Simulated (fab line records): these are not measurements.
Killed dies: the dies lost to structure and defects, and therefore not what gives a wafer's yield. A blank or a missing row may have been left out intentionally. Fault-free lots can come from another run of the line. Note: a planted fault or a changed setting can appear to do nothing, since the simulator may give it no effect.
fab line records    flow n5-finfet    part 2 of 2: steps 5 to 6 of 6
record lots=21  wafers=63  last-day=19
route steps=1938 shown GATE_CUT@466 MOL_CONTACT_COAG@531
lots that met no fault: taken from a fault-free run of the same line
start-h: the number of hours between the record's first day and the start of the first shown wafer of the lot    wait-h: hours since the lot's step before    " as in the row above    L1.1+2: one row covering several wafers at once    - no value, or no start was given    * or withheld: withheld    < > ~ a bound
route shown NAME@n: a module of which the file shows steps, and the number in the route of the first    usual: the fault-free wafers' mean and standard deviation    same: alike in all rows    chamber/n: place in a boat    sites: readings site by site    _std_site: the values' standard deviation    _edge_site: outer sites' mean less inner sites'    radius-mm: how far each site lies from the wafer's centre    mask NAME#n: copy n    behind: tool/chamber where the wafer was last shaped    hold: what put the lot on hold/how long, in hours/how the hold closed    device: whichever transistor did not switch (one of n, p or np)    end of line: tests of these same wafers at the route's end    where a step has no rows: the recipe by itself    killed: not the wafer's yield, but the dies lost to structure and defects at the first sort    map: a wafer's dies, marking killed ones x, the rest . and places with no die _
set.NAME: the setting the step ran with; set.NAME@STEP: the setting that earlier step ran with    model.NAME: the simulator's own value behind a step, which no gauge read
steps of the route over a sample of lots; a table a step, a row a wafer
services: when a tool's chamber went out of use (start-h, in hours from the record's first day, below 0 if earlier), for how many hours, and the reason
## steps
# step N5_MOL_CONTACT_COAG_ETCH_105
# recipe chemistry=CF4  target=SiARC  target-depth-a=156  mask-material=CAR-EUV  time-s=26  ion-energy-ev=80  pressure-mtorr=40  source-w=545  bias-w=36  Ar_flow_sccm=100  cf4-flow-sccm=100  ends=cleared
# usual drypump-motor-current-A=5.6/0.34  etch-rf-on-time-s=26.1/0.69  oes-product-au=0.65/0.057  rf-vpp-V=184.3/1.1  showerhead-plenum-p-Torr=2.17/0.052  throttle-valve-pct=15.72/0.28
lot.wafer  tool         chamber  start-h  wait-h  drypump-motor-current-A  etch-rf-on-time-s  oes-product-au  rf-hours-counter-h  rf-vpp-V  showerhead-plenum-p-Torr  throttle-valve-pct
L074.1     rie-diel-06  0        91.15    0.0     5.9                      25.5               0.76            44                  183.2     2.09                      15.33
L074.4     "            3        "        "       5.2                      25.7               0.63            150                 186.2     2.24                      16.03
L074.6     "            3        "        "       5.1                      25.6               0.64            -                   186.2     2.24                      16.02
L075.2     rie-diel-06  3        95.96    0.0     5.1                      26.0               0.62            151                 184.6     2.24                      16.03
L075.4     "            0        "        "       5.9                      25.1               0.75            46                  184.1     2.09                      15.34
L075.5     "            0        "        "       5.9                      25.2               0.76            -                   184.4     2.09                      15.34
L077.1     rie-diel-01  1        105.39   0.0     5.5                      25.8               0.67            149                 185.6     2.23                      15.77
L077.2     "            0        "        "       5.7                      25.4               0.77            34                  186.9     2.26                      15.14
L077.4     "            0        "        "       5.7                      25.1               0.77            -                   185.0     2.26                      15.15
L078.1     rie-diel-03  1        111.92   0.0     5.8                      26.4               0.68            93                  185.4     2.17                      15.52
L078.2     "            3        "        "       5.1                      26.2               0.64            138                 183.4     2.15                      15.64
L078.4     "            0        "        "       5.3                      26.3               0.60            226                 184.4     2.20                      16.04
L079.1     rie-diel-06  1        116.52   0.0     5.6                      25.9               0.62            207                 185.2     2.19                      15.98
L079.4     "            3        "        "       5.1                      25.8               0.63            -                   185.5     2.24                      16.02
L079.6     "            0        "        "       5.9                      25.5               0.75            -                   183.5     2.09                      15.36
L080.2     rie-diel-06  3        123.56   0.0     5.1                      25.7               0.63            159                 185.3     2.24                      16.04
L080.3     "            0        "        "       5.9                      25.3               0.74            55                  183.1     2.09                      15.37
L080.4     "            1        "        "       5.6                      25.8               0.62            209                 186.0     2.19                      15.99
L081.3     rie-diel-06  2        130.40   0.0     5.5                      25.4               0.72            67                  184.0     2.16                      15.56
L081.4     "            1        "        "       5.6                      25.9               0.62            212                 185.9     2.19                      15.99
L081.6     "            3        "        "       5.1                      25.8               0.63            -                   185.2     2.24                      16.04
L082.3     rie-diel-01  2        139.08   0.0     5.6                      27.0               0.59            217                 185.8     2.21                      15.98
L082.4     "            1        "        "       5.5                      25.9               0.67            161                 186.3     2.23                      15.80
L082.6     "            3        "        "       5.5                      26.8               0.76            -                   182.5     2.11                      15.22
L084.1     rie-diel-06  3        150.11   0.0     5.1                      25.7               0.62            170                 184.9     2.24                      16.07
L084.3     "            0        "        "       5.9                      25.3               0.73            66                  182.6     2.09                      15.38
L084.5     "            1        "        "       5.6                      25.9               0.62            -                   184.3     2.19                      15.98
L085.2     rie-diel-03  3        153.84   0.0     5.1                      26.7               0.63            154                 185.8     2.15                      15.65
L085.4     "            1        "        "       5.8                      26.9               0.66            107                 183.9     2.17                      15.55
L085.6     "            2        "        "       6.3                      27.9               0.61            -                   183.8     2.12                      15.70
L086.1     rie-diel-03  2        159.32   0.0     6.2                      27.6               0.61            197                 183.3     2.12                      15.70
L086.2     "            3        "        "       5.2                      26.4               0.62            156                 183.5     2.15                      15.67
L086.3     "            0        "        "       5.3                      26.7               0.58            242                 186.4     2.20                      16.07
L087.1     rie-diel-01  0        164.08   0.0     5.7                      25.2               0.74            53                  186.0     2.25                      15.17
L087.2     "            1        "        "       5.5                      25.6               0.65            170                 184.9     2.23                      15.83
L087.5     "            2        "        "       5.7                      27.2               0.58            -                   183.8     2.21                      16.00
L088.1     rie-diel-03  1        170.34   0.0     5.8                      26.6               0.66            113                 183.2     2.16                      15.55
L088.4     "            3        "        "       5.1                      26.5               0.62            -                   183.8     2.15                      15.67
L088.5     "            2        "        "       6.3                      27.5               0.60            -                   183.0     2.12                      15.70
L089.1     rie-diel-03  1        176.33   0.0     5.8                      26.7               0.65            116                 183.8     2.16                      15.58
L089.4     "            3        "        "       5.1                      26.4               0.62            162                 183.3     2.15                      15.68
L089.6     "            1        "        "       5.8                      26.4               0.66            -                   184.7     2.16                      15.56
L091.1     rie-diel-03  3        190.84   0.0     5.1                      26.5               0.62            167                 182.9     2.14                      15.68
L091.2     "            1        "        "       5.8                      26.1               0.65            121                 183.9     2.16                      15.57
L091.4     "            3        "        "       5.1                      26.2               0.62            -                   182.8     2.14                      15.67
L092.2     rie-diel-06  1        195.11   0.0     5.7                      25.9               0.61            233                 185.0     2.19                      16.01
L092.4     "            2        "        "       5.5                      25.5               0.70            84                  184.0     2.16                      15.58
L092.5     "            0        "        "       5.9                      25.1               0.72            -                   182.1     2.08                      15.41
L093.2     rie-diel-03  3        206.92   0.0     5.1                      26.4               0.61            173                 184.2     2.14                      15.70
L093.4     "            2        "        "       6.3                      27.3               0.60            214                 185.0     2.11                      15.72
L093.6     "            1        "        "       5.8                      26.4               0.66            -                   182.4     2.16                      15.58
L076.2     rie-diel-06  3        207.41   0.0     5.1                      25.7               0.61            189                 184.9     2.23                      16.12
L076.3     "            0        "        "       5.9                      25.1               0.71            84                  183.5     2.08                      15.43
L076.5     "            3        "        "       5.1                      25.8               0.61            -                   186.3     2.23                      16.10
L095.1     rie-diel-06  1        221.44   0.0     5.6                      26.2               0.59            242                 184.0     2.18                      16.04
L095.3     "            2        "        "       5.5                      25.6               0.69            93                  183.4     2.16                      15.61
L095.6     "            1        "        "       5.7                      25.9               0.60            -                   184.3     2.18                      16.05
L097.1     rie-diel-06  2        226.86   0.0     5.5                      25.5               0.69            95                  183.2     2.15                      15.61
L097.3     "            1        "        "       5.6                      26.0               0.60            243                 184.6     2.18                      16.04
L097.6     "            2        "        "       5.5                      25.5               0.70            -                   184.3     2.15                      15.61
L096.1     rie-diel-06  0        227.90   0.0     5.9                      25.3               0.71            91                  182.5     2.08                      15.43
L096.3     "            3        "        "       5.1                      25.8               0.61            197                 184.1     2.23                      16.12
L096.4     "            1        "        "       5.6                      26.0               0.60            244                 184.8     2.18                      16.04
# step N5_MOL_CONTACT_COAG_ETCH_106
# recipe chemistry=N2/H2  target=SOC  target-depth-a=800  overetch-a=160  mask-material=SiARC  temp-c=40  time-s=120  ion-energy-ev=200  pressure-mtorr=30  source-w=840  bias-w=150  n2-flow-sccm=200  h2-flow-sccm=200
# usual drypump-motor-current-A=5.6/0.34  h2-flow-sccm=199.9/0.57  oes-product-au=0.69/0.054  rf-vpp-V=524.6/2  showerhead-plenum-p-Torr=2.57/0.068  temp-c=40.00/0.11  throttle-valve-pct=17.9/0.32
lot.wafer  tool         chamber  start-h  wait-h  drypump-motor-current-A  h2-flow-sccm  oes-product-au  rf-hours-counter-h  rf-vpp-V  showerhead-plenum-p-Torr  temp-c  throttle-valve-pct
L074.1     rie-diel-06  0        91.18    0.0     5.9                      200.3         0.78            44                  519.8     2.47                      40.13   17.5
L074.4     "            3        "        "       5.1                      199.7         0.66            150                 525.6     2.66                      40.08   18.4
L074.6     "            3        "        "       5.1                      200.9         0.66            -                   525.0     2.66                      40.00   18.4
L075.2     rie-diel-06  3        95.99    0.0     5.1                      199.3         0.66            151                 525.9     2.66                      39.92   18.4
L075.4     "            0        "        "       5.9                      200.2         0.77            46                  522.2     2.47                      39.92   17.4
L075.5     "            0        "        "       5.9                      200.3         0.78            -                   521.4     2.47                      39.86   17.4
L077.1     rie-diel-01  1        105.42   0.0     5.5                      200.5         0.70            149                 527.3     2.66                      40.04   18.0
L077.2     "            0        "        "       5.7                      200.0         0.79            34                  527.6     2.72                      40.04   17.5
L077.4     "            0        "        "       5.7                      200.8         0.80            -                   527.4     2.72                      40.19   17.5
L078.1     rie-diel-03  1        111.94   0.0     5.8                      200.3         0.71            93                  523.5     2.55                      39.91   17.6
L078.2     "            3        "        "       5.2                      198.8         0.68            138                 524.8     2.56                      40.02   17.9
L078.4     "            0        "        "       5.3                      200.3         0.63            226                 526.2     2.59                      40.10   18.0
L079.1     rie-diel-06  1        116.55   0.0     5.7                      199.9         0.65            208                 526.0     2.61                      40.08   18.2
L079.4     "            3        "        "       5.1                      199.3         0.65            -                   526.3     2.66                      40.12   18.4
L079.6     "            0        "        "       5.9                      199.9         0.76            -                   521.6     2.47                      39.88   17.5
L080.2     rie-diel-06  3        123.58   0.0     5.2                      200.2         0.65            159                 526.9     2.66                      40.10   18.4
L080.3     "            0        "        "       5.9                      200.8         0.77            55                  523.4     2.47                      39.91   17.5
L080.4     "            1        "        "       5.6                      199.7         0.65            209                 526.7     2.61                      39.83   18.2
L081.3     rie-diel-06  2        130.43   0.0     5.5                      200.3         0.75            67                  525.1     2.58                      39.88   17.8
L081.4     "            1        "        "       5.6                      200.3         0.65            212                 527.4     2.61                      39.88   18.2
L081.6     "            3        "        "       5.1                      200.0         0.66            -                   527.8     2.66                      39.84   18.4
L082.3     rie-diel-01  2        139.11   0.0     5.7                      200.3         0.62            217                 525.9     2.63                      40.10   18.3
L082.4     "            1        "        "       5.5                      199.1         0.69            161                 526.1     2.66                      39.88   18.0
L082.6     "            3        "        "       5.5                      199.6         0.81            -                   522.2     2.50                      39.83   17.5
L084.1     rie-diel-06  3        150.14   0.0     5.2                      200.0         0.65            170                 526.8     2.65                      39.98   18.4
L084.3     "            0        "        "       5.9                      200.0         0.75            66                  523.0     2.47                      40.11   17.5
L084.5     "            1        "        "       5.7                      200.3         0.64            -                   526.4     2.60                      40.13   18.2
L085.2     rie-diel-03  3        153.87   0.0     5.2                      199.9         0.67            154                 523.6     2.56                      40.15   17.9
L085.4     "            1        "        "       5.8                      200.1         0.70            107                 523.0     2.55                      40.06   17.6
L085.6     "            2        "        "       6.3                      200.6         0.64            -                   523.2     2.51                      40.07   17.7
L086.1     rie-diel-03  2        159.35   0.0     6.3                      200.0         0.65            197                 523.1     2.51                      39.93   17.7
L086.2     "            3        "        "       5.2                      200.1         0.67            156                 524.1     2.55                      40.18   17.9
L086.3     "            0        "        "       5.3                      200.2         0.62            242                 526.4     2.58                      40.01   18.0
L087.1     rie-diel-01  0        164.11   0.0     5.7                      200.6         0.77            53                  528.0     2.71                      40.01   17.6
L087.2     "            1        "        "       5.5                      198.5         0.68            170                 526.6     2.65                      40.08   18.0
L087.5     "            2        "        "       5.7                      200.1         0.62            -                   526.5     2.63                      39.94   18.3
L088.1     rie-diel-03  1        170.37   0.0     5.8                      199.4         0.70            113                 523.8     2.54                      39.76   17.6
L088.4     "            3        "        "       5.2                      200.3         0.66            -                   522.4     2.55                      39.93   17.9
L088.5     "            2        "        "       6.3                      200.4         0.65            -                   521.9     2.51                      40.18   17.7
L089.1     rie-diel-03  1        176.36   0.0     5.8                      200.7         0.69            116                 525.2     2.54                      40.04   17.6
L089.4     "            3        "        "       5.2                      199.4         0.66            162                 524.9     2.55                      40.10   18.0
L089.6     "            1        "        "       5.8                      200.4         0.69            -                   524.8     2.54                      39.89   17.6
L091.1     rie-diel-03  3        190.87   0.0     5.1                      199.7         0.66            167                 522.7     2.55                      39.72   18.0
L091.2     "            1        "        "       5.7                      200.2         0.69            121                 524.3     2.54                      40.00   17.6
L091.4     "            3        "        "       5.1                      199.8         0.65            -                   524.0     2.55                      39.86   18.0
L092.2     rie-diel-06  1        195.14   0.0     5.7                      198.8         0.63            233                 525.0     2.60                      40.06   18.2
L092.4     "            2        "        "       5.5                      198.9         0.72            84                  525.0     2.57                      40.02   17.8
L092.5     "            0        "        "       5.9                      199.4         0.73            -                   521.1     2.46                      39.82   17.5
L093.2     rie-diel-03  3        206.95   0.0     5.1                      201.3         0.65            173                 522.2     2.55                      39.94   18.0
L093.4     "            2        "        "       6.2                      200.0         0.64            214                 522.7     2.50                      40.08   17.8
L093.6     "            1        "        "       5.8                      200.8         0.69            -                   523.5     2.54                      39.99   17.6
L076.2     rie-diel-06  3        207.44   0.0     5.1                      198.9         0.64            189                 528.2     2.64                      39.94   18.4
L076.3     "            0        "        "       5.9                      199.7         0.73            84                  521.9     2.46                      40.17   17.5
L076.5     "            3        "        "       5.2                      200.5         0.64            -                   526.1     2.64                      40.03   18.4
L095.1     rie-diel-06  1        221.47   0.0     5.6                      200.1         0.63            242                 526.3     2.59                      39.89   18.2
L095.3     "            2        "        "       5.5                      199.1         0.71            93                  526.0     2.57                      40.06   17.8
L095.6     "            1        "        "       5.6                      200.5         0.63            -                   523.9     2.60                      39.98   18.2
L097.1     rie-diel-06  2        226.89   0.0     5.5                      199.5         0.72            95                  524.1     2.56                      40.01   17.8
L097.3     "            1        "        "       5.6                      200.1         0.63            243                 526.5     2.59                      40.05   18.2
L097.6     "            2        "        "       5.5                      200.4         0.72            -                   524.0     2.56                      40.03   17.8
L096.1     rie-diel-06  0        227.93   0.0     5.9                      199.9         0.73            91                  520.9     2.45                      39.97   17.5
L096.3     "            3        "        "       5.1                      199.3         0.62            197                 525.9     2.64                      39.94   18.4
L096.4     "            1        "        "       5.6                      200.1         0.62            244                 525.4     2.59                      40.02   18.2
## services
tool          chamber  start-h  hours  kind
rie-diel-05   0        66.63    1.9    repair
ald-sin-01    -        85.86    14.0   pm
rie-diel-04   -        95.90    0.4    repair
rie-diel-06   2        113.32   8.0    repair
ald-sin-03    1        114.06   7.8    repair
rie-diel-05   2        128.71   1.6    repair
rie-metal-03  -        128.72   0.1    repair
cmp-04        -        135.93   2.8    repair
rie-diel-05   -        139.60   0.4    repair
ald-sin-02    -        144.29   6.0    pm
rie-diel-06   2        144.85   12.2   repair
ald-sin-03    -        162.30   6.1    pm
rie-metal-03  1        166.29   4.0    repair
rie-diel-03   0        170.10   5.9    repair
ald-sin-02    0        173.72   1.7    repair
cmp-04        -        173.75   4.0    pm
rie-metal-01  -        177.14   4.5    repair
ald-sin-03    -        177.94   14.0   pm
ald-sin-01    1        184.53   5.7    repair
ald-sin-02    3        187.52   4.0    repair
cmp-04        -        194.82   0.4    repair
rie-metal-01  -        197.18   2.8    pm
rie-diel-04   1        214.95   6.7    repair
rie-diel-04   1        222.61   13.5   repair
